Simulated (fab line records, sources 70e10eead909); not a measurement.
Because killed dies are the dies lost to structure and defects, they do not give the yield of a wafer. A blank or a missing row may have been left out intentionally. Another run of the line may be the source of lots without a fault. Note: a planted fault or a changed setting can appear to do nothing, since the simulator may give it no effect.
fab line records / flow nand-harc / part 2 of 2: steps 25 to 32 of 32
record: lots: 5 wafers: 15 last-day: 33
route steps=1302 shown A_CONTACT@1067
lots with no fault: from the same line, run without faults
start-h: hours from the record's first day to the start of the lot's first wafer shown / wait-h: how many hours have passed since the lot's step before this one / " repeats the value in the row above / L1.1+2: one row covering several wafers at once / - value missing, or start not given / * or withheld: withheld / < > ~ a bound
route shown NAME@n: names a module that has steps shown in the file, with the first one's number in the route / usual: average and standard deviation across the fault-free wafers / same: alike in all rows / chamber/n: place in a boat / sites: readings site by site / _std_site: their standard deviation / _edge_site: outer sites' mean less inner sites' / radius-mm: how far each site lies from the wafer's centre / mask NAME#n: copy n / behind: the last tool/chamber to shape the wafer / hold: why the lot was held/for how many hours/how that ended / device: whichever transistor did not switch (one of n, p or np) / end of line: the same wafers' tests at the end of the route / where a step has no rows: the recipe by itself / killed: not the wafer's yield, but the dies lost to structure and defects at the first sort / map: dies across one wafer; x = killed, . = not, _ = none there
set.NAME: the setting that was run; set.NAME@STEP: the one run at that earlier step / model.NAME: the simulator's own value behind a step, which no gauge read
certain route steps with their lots: each step a table, each wafer a row
services: from which hour (start-h, from the record's first day; less than 0 if before it) a tool's chamber was out of use, for how many hours, and why
== steps ==
step: NHARC_A_CONTACT_ETCH_139
recipe: source-w: withheld pressure-mtorr: 20 bias-v: 400 time-s: 195 target-depth-a: 8400 ar-flow-sccm: withheld c4f8-flow-sccm: 11.5 o2-flow-sccm: 7.2 chemistry: C4F8/O2/Ar
usual: oes-air-line-au: 1.001/0.019
lot.wafer=L076.1 tool=har-cap-etch-02 chamber=1 start-h=526.59 wait-h=0.2 oes-air-line-au=0.990 rf-hours-counter-h=91
lot.wafer=L076.4 tool=har-cap-etch-02 chamber=0 start-h=526.59 wait-h=0.2 oes-air-line-au=0.983 rf-hours-counter-h=-
lot.wafer=L076.3 tool=har-cap-etch-02 chamber=1 start-h=526.59 wait-h=0.2 oes-air-line-au=1.040 rf-hours-counter-h=-
lot.wafer=L078.2 tool=har-cap-etch-02 chamber=1 start-h=554.51 wait-h=0.2 oes-air-line-au=0.986 rf-hours-counter-h=100
lot.wafer=L078.1 tool=har-cap-etch-02 chamber=0 start-h=554.51 wait-h=0.2 oes-air-line-au=1.005 rf-hours-counter-h=100
lot.wafer=L078.5 tool=har-cap-etch-02 chamber=0 start-h=554.51 wait-h=0.2 oes-air-line-au=0.974 rf-hours-counter-h=-
lot.wafer=L079.4 tool=har-cap-etch-01 chamber=1 start-h=558.06 wait-h=0.2 oes-air-line-au=1.011 rf-hours-counter-h=-
lot.wafer=L079.5 tool=har-cap-etch-01 chamber=1 start-h=558.06 wait-h=0.2 oes-air-line-au=1.009 rf-hours-counter-h=-
lot.wafer=L079.6 tool=har-cap-etch-01 chamber=0 start-h=558.06 wait-h=0.2 oes-air-line-au=1.011 rf-hours-counter-h=-
lot.wafer=L091.4 tool=har-cap-etch-03 chamber=0 start-h=709.82 wait-h=0.2 oes-air-line-au=0.982 rf-hours-counter-h=-
lot.wafer=L091.5 tool=har-cap-etch-03 chamber=1 start-h=709.82 wait-h=0.2 oes-air-line-au=1.035 rf-hours-counter-h=-
lot.wafer=L091.6 tool=har-cap-etch-03 chamber=0 start-h=709.82 wait-h=0.2 oes-air-line-au=1.004 rf-hours-counter-h=-
lot.wafer=L097.4 tool=har-cap-etch-03 chamber=0 start-h=739.45 wait-h=0.2 oes-air-line-au=0.986 rf-hours-counter-h=-
lot.wafer=L097.3 tool=har-cap-etch-03 chamber=1 start-h=739.45 wait-h=0.2 oes-air-line-au=1.013 rf-hours-counter-h=-
lot.wafer=L097.6 tool=har-cap-etch-03 chamber=0 start-h=739.45 wait-h=0.2 oes-air-line-au=0.998 rf-hours-counter-h=-
step: NHARC_A_CONTACT_ETCH_92
recipe: target-depth-a: 400 over-etch-frac: 0.5 time-s: 85.7 ion-energy-ev: 120 ch3f-flow-sccm: 50 o2-flow-sccm: 30 ar-flow-sccm: 200 rf-w: 500 bias-w: 100 chemistry: CH3F/O2
usual: drypump-motor-current-A: 5.6/0.45 oes-product-au: 0.94/0.031 rf-vpp-V: 244.6/1.9 showerhead-plenum-p-Torr: 2.47/0.12 throttle-valve-pct: 20.662/0.009
lot.wafer=L076.1 tool=rie-diel-04 chamber=0 start-h=527.12 wait-h=0.5 drypump-motor-current-A=6.1 oes-product-au=1.00 rf-hours-counter-h=27 rf-vpp-V=243.3 showerhead-plenum-p-Torr=2.33 throttle-valve-pct=20.669
lot.wafer=L076.3 tool=rie-diel-04 chamber=1 start-h=527.12 wait-h=0.5 drypump-motor-current-A=6.2 oes-product-au=0.99 rf-hours-counter-h=28 rf-vpp-V=245.8 showerhead-plenum-p-Torr=2.57 throttle-valve-pct=20.654
lot.wafer=L076.4 tool=rie-diel-04 chamber=2 start-h=527.12 wait-h=0.5 drypump-motor-current-A=5.6 oes-product-au=0.99 rf-hours-counter-h=27 rf-vpp-V=246.7 showerhead-plenum-p-Torr=2.56 throttle-valve-pct=20.661
lot.wafer=L078.1 tool=rie-diel-02 chamber=2 start-h=555.07 wait-h=0.5 drypump-motor-current-A=5.8 oes-product-au=0.94 rf-hours-counter-h=52 rf-vpp-V=247.3 showerhead-plenum-p-Torr=2.53 throttle-valve-pct=20.664
lot.wafer=L078.2 tool=rie-diel-02 chamber=3 start-h=555.07 wait-h=0.5 drypump-motor-current-A=5.2 oes-product-au=0.93 rf-hours-counter-h=55 rf-vpp-V=244.6 showerhead-plenum-p-Torr=2.46 throttle-valve-pct=20.663
lot.wafer=L078.5 tool=rie-diel-02 chamber=3 start-h=555.07 wait-h=0.5 drypump-motor-current-A=5.2 oes-product-au=0.93 rf-hours-counter-h=- rf-vpp-V=244.6 showerhead-plenum-p-Torr=2.45 throttle-valve-pct=20.672
lot.wafer=L079.4 tool=rie-diel-04 chamber=1 start-h=558.56 wait-h=0.4 drypump-motor-current-A=6.2 oes-product-au=0.91 rf-hours-counter-h=3 rf-vpp-V=245.6 showerhead-plenum-p-Torr=2.56 throttle-valve-pct=20.661
lot.wafer=L079.6 tool=rie-diel-04 chamber=3 start-h=558.56 wait-h=0.4 drypump-motor-current-A=4.8 oes-product-au=0.92 rf-hours-counter-h=- rf-vpp-V=241.8 showerhead-plenum-p-Torr=2.35 throttle-valve-pct=20.658
lot.wafer=L079.5 tool=rie-diel-04 chamber=0 start-h=558.56 wait-h=0.4 drypump-motor-current-A=6.1 oes-product-au=0.94 rf-hours-counter-h=- rf-vpp-V=242.7 showerhead-plenum-p-Torr=2.33 throttle-valve-pct=20.654
lot.wafer=L091.4 tool=rie-diel-03 chamber=2 start-h=710.23 wait-h=0.4 drypump-motor-current-A=5.4 oes-product-au=0.92 rf-hours-counter-h=22 rf-vpp-V=245.0 showerhead-plenum-p-Torr=2.46 throttle-valve-pct=20.654
lot.wafer=L091.5 tool=rie-diel-03 chamber=2 start-h=710.23 wait-h=0.4 drypump-motor-current-A=5.4 oes-product-au=0.91 rf-hours-counter-h=- rf-vpp-V=244.2 showerhead-plenum-p-Torr=2.46 throttle-valve-pct=20.675
lot.wafer=L091.6 tool=rie-diel-03 chamber=3 start-h=710.23 wait-h=0.4 drypump-motor-current-A=5.6 oes-product-au=0.94 rf-hours-counter-h=- rf-vpp-V=244.2 showerhead-plenum-p-Torr=2.40 throttle-valve-pct=20.652
lot.wafer=L097.3 tool=rie-diel-04 chamber=3 start-h=739.94 wait-h=0.4 drypump-motor-current-A=4.8 oes-product-au=0.93 rf-hours-counter-h=2 rf-vpp-V=243.3 showerhead-plenum-p-Torr=2.34 throttle-valve-pct=20.674
lot.wafer=L097.4 tool=rie-diel-04 chamber=1 start-h=739.94 wait-h=0.4 drypump-motor-current-A=6.2 oes-product-au=0.94 rf-hours-counter-h=2 rf-vpp-V=246.6 showerhead-plenum-p-Torr=2.55 throttle-valve-pct=20.654
lot.wafer=L097.6 tool=rie-diel-04 chamber=3 start-h=739.94 wait-h=0.4 drypump-motor-current-A=4.8 oes-product-au=0.93 rf-hours-counter-h=- rf-vpp-V=241.5 showerhead-plenum-p-Torr=2.34 throttle-valve-pct=20.659
step: NHARC_A_CONTACT_ETCH_98
recipe: target-depth-a: 200 over-etch-frac: 0.5 time-s: 10 ion-energy-ev: 250 c4f6-flow-sccm: 25 o2-flow-sccm: 20 ar-flow-sccm: 500 rf-w: 600 bias-w: 500 chemistry: C4F6/O2
usual: drypump-motor-current-A: 5.6/0.44 oes-product-au: 0.961/0.026 rf-vpp-V: 547/3.5 showerhead-plenum-p-Torr: 3.95/0.17 throttle-valve-pct: 26.903/0.0099
lot.wafer=L076.1 tool=rie-diel-04 chamber=3 start-h=- wait-h=- drypump-motor-current-A=4.8 oes-product-au=1.010 rf-hours-counter-h=24 rf-vpp-V=544 showerhead-plenum-p-Torr=3.77 throttle-valve-pct=26.909
lot.wafer=L076.4 tool=rie-diel-04 chamber=0 start-h=- wait-h=- drypump-motor-current-A=6.1 oes-product-au=0.992 rf-hours-counter-h=27 rf-vpp-V=543 showerhead-plenum-p-Torr=3.73 throttle-valve-pct=26.891
lot.wafer=L076.3 tool=rie-diel-04 chamber=1 start-h=- wait-h=- drypump-motor-current-A=6.2 oes-product-au=0.992 rf-hours-counter-h=28 rf-vpp-V=550 showerhead-plenum-p-Torr=4.09 throttle-valve-pct=26.915
lot.wafer=L078.2 tool=rie-diel-02 chamber=1 start-h=- wait-h=- drypump-motor-current-A=5.6 oes-product-au=0.942 rf-hours-counter-h=52 rf-vpp-V=551 showerhead-plenum-p-Torr=4.19 throttle-valve-pct=26.908
lot.wafer=L078.1 tool=rie-diel-02 chamber=3 start-h=- wait-h=- drypump-motor-current-A=5.2 oes-product-au=0.947 rf-hours-counter-h=55 rf-vpp-V=546 showerhead-plenum-p-Torr=3.92 throttle-valve-pct=26.902
lot.wafer=L078.5 tool=rie-diel-02 chamber=1 start-h=- wait-h=- drypump-motor-current-A=5.6 oes-product-au=0.937 rf-hours-counter-h=- rf-vpp-V=552 showerhead-plenum-p-Torr=4.19 throttle-valve-pct=26.905
lot.wafer=L079.4 tool=rie-diel-04 chamber=2 start-h=- wait-h=- drypump-motor-current-A=5.7 oes-product-au=0.937 rf-hours-counter-h=3 rf-vpp-V=549 showerhead-plenum-p-Torr=4.07 throttle-valve-pct=26.890
lot.wafer=L079.5 tool=rie-diel-04 chamber=1 start-h=- wait-h=- drypump-motor-current-A=6.2 oes-product-au=0.905 rf-hours-counter-h=- rf-vpp-V=550 showerhead-plenum-p-Torr=4.08 throttle-valve-pct=26.897
lot.wafer=L079.6 tool=rie-diel-04 chamber=2 start-h=- wait-h=- drypump-motor-current-A=5.7 oes-product-au=0.935 rf-hours-counter-h=- rf-vpp-V=550 showerhead-plenum-p-Torr=4.07 throttle-valve-pct=26.919
lot.wafer=L091.4 tool=rie-diel-03 chamber=0 start-h=- wait-h=- drypump-motor-current-A=5.2 oes-product-au=0.921 rf-hours-counter-h=21 rf-vpp-V=553 showerhead-plenum-p-Torr=4.18 throttle-valve-pct=26.919
lot.wafer=L091.6 tool=rie-diel-03 chamber=2 start-h=- wait-h=- drypump-motor-current-A=5.4 oes-product-au=0.931 rf-hours-counter-h=- rf-vpp-V=547 showerhead-plenum-p-Torr=3.92 throttle-valve-pct=26.905
lot.wafer=L091.5 tool=rie-diel-03 chamber=3 start-h=- wait-h=- drypump-motor-current-A=5.6 oes-product-au=0.954 rf-hours-counter-h=- rf-vpp-V=545 showerhead-plenum-p-Torr=3.83 throttle-valve-pct=26.900
lot.wafer=L097.4 tool=rie-diel-04 chamber=1 start-h=- wait-h=- drypump-motor-current-A=6.2 oes-product-au=0.945 rf-hours-counter-h=2 rf-vpp-V=551 showerhead-plenum-p-Torr=4.07 throttle-valve-pct=26.909
lot.wafer=L097.3 tool=rie-diel-04 chamber=2 start-h=- wait-h=- drypump-motor-current-A=5.6 oes-product-au=0.947 rf-hours-counter-h=2 rf-vpp-V=549 showerhead-plenum-p-Torr=4.06 throttle-valve-pct=26.905
lot.wafer=L097.6 tool=rie-diel-04 chamber=2 start-h=- wait-h=- drypump-motor-current-A=5.6 oes-product-au=0.961 rf-hours-counter-h=- rf-vpp-V=548 showerhead-plenum-p-Torr=4.06 throttle-valve-pct=26.900
step: NHARC_A_CONTACT_CD_MEAS_15
usual: cd-nm: 190.1/0.75
lot.wafer=L076.1 tool=cd-sem-02 chamber=- start-h=527.32 wait-h=- cd-nm=191.1
lot.wafer=L076.3 tool=cd-sem-02 chamber=- start-h=527.32 wait-h=- cd-nm=190.0
lot.wafer=L076.4 tool=cd-sem-02 chamber=- start-h=527.32 wait-h=- cd-nm=190.7
lot.wafer=L078.1 tool=cd-sem-01 chamber=- start-h=555.29 wait-h=- cd-nm=190.0
lot.wafer=L078.2 tool=cd-sem-01 chamber=- start-h=555.29 wait-h=- cd-nm=189.5
lot.wafer=L078.5 tool=cd-sem-01 chamber=- start-h=555.29 wait-h=- cd-nm=190.1
lot.wafer=L079.4 tool=cd-sem-01 chamber=- start-h=558.75 wait-h=- cd-nm=190.4
lot.wafer=L079.5 tool=cd-sem-01 chamber=- start-h=558.75 wait-h=- cd-nm=190.5
lot.wafer=L079.6 tool=cd-sem-01 chamber=- start-h=558.75 wait-h=- cd-nm=191.3
lot.wafer=L091.4 tool=cd-sem-02 chamber=- start-h=710.46 wait-h=- cd-nm=189.8
lot.wafer=L091.5 tool=cd-sem-02 chamber=- start-h=710.46 wait-h=- cd-nm=189.5
lot.wafer=L091.6 tool=cd-sem-02 chamber=- start-h=710.46 wait-h=- cd-nm=190.6
lot.wafer=L097.3 tool=cd-sem-02 chamber=- start-h=740.15 wait-h=- cd-nm=189.5
lot.wafer=L097.4 tool=cd-sem-02 chamber=- start-h=740.15 wait-h=- cd-nm=189.4
lot.wafer=L097.6 tool=cd-sem-02 chamber=- start-h=740.15 wait-h=- cd-nm=189.0
step: NHARC_A_CONTACT_STRIP_107
recipe: n2-flow-sccm: 150 h2-flow-sccm: 150 ar-flow-sccm: 0 bias-w: 0 chemistry: N2/H2
lot.wafer=L076.3+1+4 tool=rie-diel-03 chamber=2,0,0 start-h=527.40 wait-h=0.1
lot.wafer=L078.1+2+5 tool=rie-diel-04 chamber=1,3,0 start-h=555.37 wait-h=0.1
lot.wafer=L079.4+6+5 tool=rie-diel-03 chamber=1,3,0 start-h=558.84 wait-h=0.1
lot.wafer=L091.4+6+5 tool=rie-diel-02 chamber=2,2,3 start-h=710.53 wait-h=0.1
lot.wafer=L097.3+4+6 tool=rie-diel-03 chamber=2,0,1 start-h=740.23 wait-h=0.1
step: NHARC_A_CONTACT_STRIP_108
recipe: cf4-flow-sccm: 100 chf3-flow-sccm: 30 ar-flow-sccm: 0 bias-w: 0 chemistry: CF4/CHF3
lot.wafer=L076.3+1+4 tool=rie-diel-03 chamber=1,2,0 start-h=527.52 wait-h=0.1
lot.wafer=L078.1+2+5 tool=rie-diel-04 chamber=0,3,1 start-h=555.46 wait-h=0.1
lot.wafer=L079.4+6+5 tool=rie-diel-03 chamber=3,1,2 start-h=558.92 wait-h=0.1
lot.wafer=L091.4+6+5 tool=rie-diel-02 chamber=2,1,2 start-h=710.62 wait-h=0.1
lot.wafer=L097.3+4+6 tool=rie-diel-03 chamber=3,0,2 start-h=740.32 wait-h=0.1
step: NHARC_A_CONTACT_STRIP_109
recipe: o2-flow-sccm: 400 cos-flow-sccm: 20 ar-flow-sccm: 0 bias-w: 0 chemistry: O2/COS
lot.wafer=L076.3+1+4 tool=rie-diel-03 chamber=0,2,0 start-h=527.58 wait-h=0.1
lot.wafer=L078.2+1+5 tool=rie-diel-04 chamber=0,1,0 start-h=555.52 wait-h=0.0
lot.wafer=L079.4+5+6 tool=rie-diel-03 chamber=1,0,1 start-h=558.98 wait-h=0.1
lot.wafer=L091.4+5+6 tool=rie-diel-02 chamber=0,3,0 start-h=710.69 wait-h=0.1
lot.wafer=L097.3+4+6 tool=rie-diel-03 chamber=0,1,3 start-h=740.38 wait-h=0.1
step: NHARC_A_CONTACT_ETCH_110
recipe: target-depth-a: 600 overetch-a: 60 time-s: 33 ion-energy-ev: 100 cf4-flow-sccm: 80 o2-flow-sccm: 20 ar-flow-sccm: 0 rf-w: 300 bias-w: 100 chemistry: CF4/O2
usual: drypump-motor-current-A: 5.6/0.4 oes-product-au: 0.997/0.014 rf-vpp-V: 198.2/1.5 showerhead-plenum-p-Torr: 1.36/0.06 throttle-valve-pct: 13.397/0.0091
lot.wafer=L076.3 tool=rie-diel-03 chamber=2 start-h=527.65 wait-h=0.1 drypump-motor-current-A=5.4 oes-product-au=1.011 rf-hours-counter-h=20 rf-vpp-V=198.0 showerhead-plenum-p-Torr=1.35 throttle-valve-pct=13.390
lot.wafer=L076.1 tool=rie-diel-03 chamber=0 start-h=527.65 wait-h=0.1 drypump-motor-current-A=5.2 oes-product-au=0.969 rf-hours-counter-h=16 rf-vpp-V=199.8 showerhead-plenum-p-Torr=1.44 throttle-valve-pct=13.410
lot.wafer=L076.4 tool=rie-diel-03 chamber=0 start-h=527.65 wait-h=0.1 drypump-motor-current-A=5.2 oes-product-au=0.964 rf-hours-counter-h=- rf-vpp-V=200.0 showerhead-plenum-p-Torr=1.44 throttle-valve-pct=13.391
lot.wafer=L078.1 tool=rie-diel-04 chamber=1 start-h=555.59 wait-h=0.1 drypump-motor-current-A=6.2 oes-product-au=0.970 rf-hours-counter-h=3 rf-vpp-V=198.4 showerhead-plenum-p-Torr=1.39 throttle-valve-pct=13.396
lot.wafer=L078.2 tool=rie-diel-04 chamber=2 start-h=555.59 wait-h=0.1 drypump-motor-current-A=5.6 oes-product-au=1.004 rf-hours-counter-h=3 rf-vpp-V=197.9 showerhead-plenum-p-Torr=1.39 throttle-valve-pct=13.394
lot.wafer=L078.5 tool=rie-diel-04 chamber=0 start-h=555.59 wait-h=0.1 drypump-motor-current-A=6.1 oes-product-au=1.008 rf-hours-counter-h=- rf-vpp-V=196.7 showerhead-plenum-p-Torr=1.26 throttle-valve-pct=13.401
lot.wafer=L079.4 tool=rie-diel-03 chamber=3 start-h=559.04 wait-h=0.1 drypump-motor-current-A=5.6 oes-product-au=1.016 rf-hours-counter-h=26 rf-vpp-V=196.7 showerhead-plenum-p-Torr=1.31 throttle-valve-pct=13.393
lot.wafer=L079.6 tool=rie-diel-03 chamber=3 start-h=559.04 wait-h=0.1 drypump-motor-current-A=5.7 oes-product-au=1.005 rf-hours-counter-h=- rf-vpp-V=197.0 showerhead-plenum-p-Torr=1.31 throttle-valve-pct=13.418
lot.wafer=L079.5 tool=rie-diel-03 chamber=0 start-h=559.04 wait-h=0.1 drypump-motor-current-A=5.2 oes-product-au=0.976 rf-hours-counter-h=- rf-vpp-V=199.7 showerhead-plenum-p-Torr=1.44 throttle-valve-pct=13.386
lot.wafer=L091.4 tool=rie-diel-02 chamber=0 start-h=710.75 wait-h=0.1 drypump-motor-current-A=5.8 oes-product-au=0.966 rf-hours-counter-h=51 rf-vpp-V=198.2 showerhead-plenum-p-Torr=1.43 throttle-valve-pct=13.398
lot.wafer=L091.5 tool=rie-diel-02 chamber=2 start-h=710.75 wait-h=0.1 drypump-motor-current-A=5.8 oes-product-au=1.023 rf-hours-counter-h=- rf-vpp-V=198.1 showerhead-plenum-p-Torr=1.36 throttle-valve-pct=13.382
lot.wafer=L091.6 tool=rie-diel-02 chamber=3 start-h=710.75 wait-h=0.1 drypump-motor-current-A=5.3 oes-product-au=1.006 rf-hours-counter-h=- rf-vpp-V=197.8 showerhead-plenum-p-Torr=1.32 throttle-valve-pct=13.400
lot.wafer=L097.3 tool=rie-diel-03 chamber=2 start-h=740.45 wait-h=0.1 drypump-motor-current-A=5.4 oes-product-au=0.986 rf-hours-counter-h=30 rf-vpp-V=197.3 showerhead-plenum-p-Torr=1.33 throttle-valve-pct=13.403
lot.wafer=L097.4 tool=rie-diel-03 chamber=3 start-h=740.45 wait-h=0.1 drypump-motor-current-A=5.6 oes-product-au=1.000 rf-hours-counter-h=27 rf-vpp-V=196.5 showerhead-plenum-p-Torr=1.30 throttle-valve-pct=13.380
lot.wafer=L097.6 tool=rie-diel-03 chamber=0 start-h=740.45 wait-h=0.1 drypump-motor-current-A=5.2 oes-product-au=0.985 rf-hours-counter-h=- rf-vpp-V=198.9 showerhead-plenum-p-Torr=1.43 throttle-valve-pct=13.394
== services ==
tool=litho-track-01 chamber=- start-h=505.00 hours=7.0 kind=pm
tool=arfi-scanner-02 chamber=- start-h=508.45 hours=4.0 kind=pm
tool=rie-diel-03 chamber=3 start-h=517.78 hours=17.8 kind=repair
tool=litho-track-06 chamber=- start-h=529.00 hours=7.0 kind=pm
tool=rie-diel-04 chamber=- start-h=531.90 hours=9.0 kind=pm
tool=litho-track-04 chamber=- start-h=553.00 hours=7.0 kind=pm
tool=rie-diel-04 chamber=3 start-h=562.59 hours=3.2 kind=repair
tool=har-cap-etch-01 chamber=- start-h=567.86 hours=0.6 kind=repair
tool=rie-diel-02 chamber=- start-h=570.78 hours=9.0 kind=pm
tool=pecvd-04 chamber=2 start-h=583.04 hours=2.5 kind=repair
tool=pecvd-02 chamber=- start-h=589.14 hours=13.0 kind=pm
tool=arfi-scanner-01 chamber=- start-h=596.00 hours=4.0 kind=pm
tool=arfi-scanner-01 chamber=- start-h=612.91 hours=1.3 kind=repair
tool=har-cap-etch-03 chamber=- start-h=625.69 hours=1.0 kind=repair
tool=pecvd-04 chamber=- start-h=631.01 hours=13.0 kind=pm
tool=rie-diel-03 chamber=- start-h=634.91 hours=1.3 kind=repair
tool=rie-diel-03 chamber=- start-h=636.26 hours=9.0 kind=pm
tool=rie-diel-02 chamber=1 start-h=663.83 hours=8.8 kind=repair
tool=litho-track-01 chamber=- start-h=680.00 hours=7.0 kind=pm
tool=litho-track-06 chamber=- start-h=704.00 hours=7.0 kind=pm
tool=rie-diel-04 chamber=- start-h=708.93 hours=9.0 kind=pm
tool=rie-diel-02 chamber=1 start-h=722.51 hours=4.1 kind=repair
tool=rie-diel-03 chamber=3 start-h=722.71 hours=9.7 kind=repair
tool=litho-track-04 chamber=- start-h=728.00 hours=7.0 kind=pm
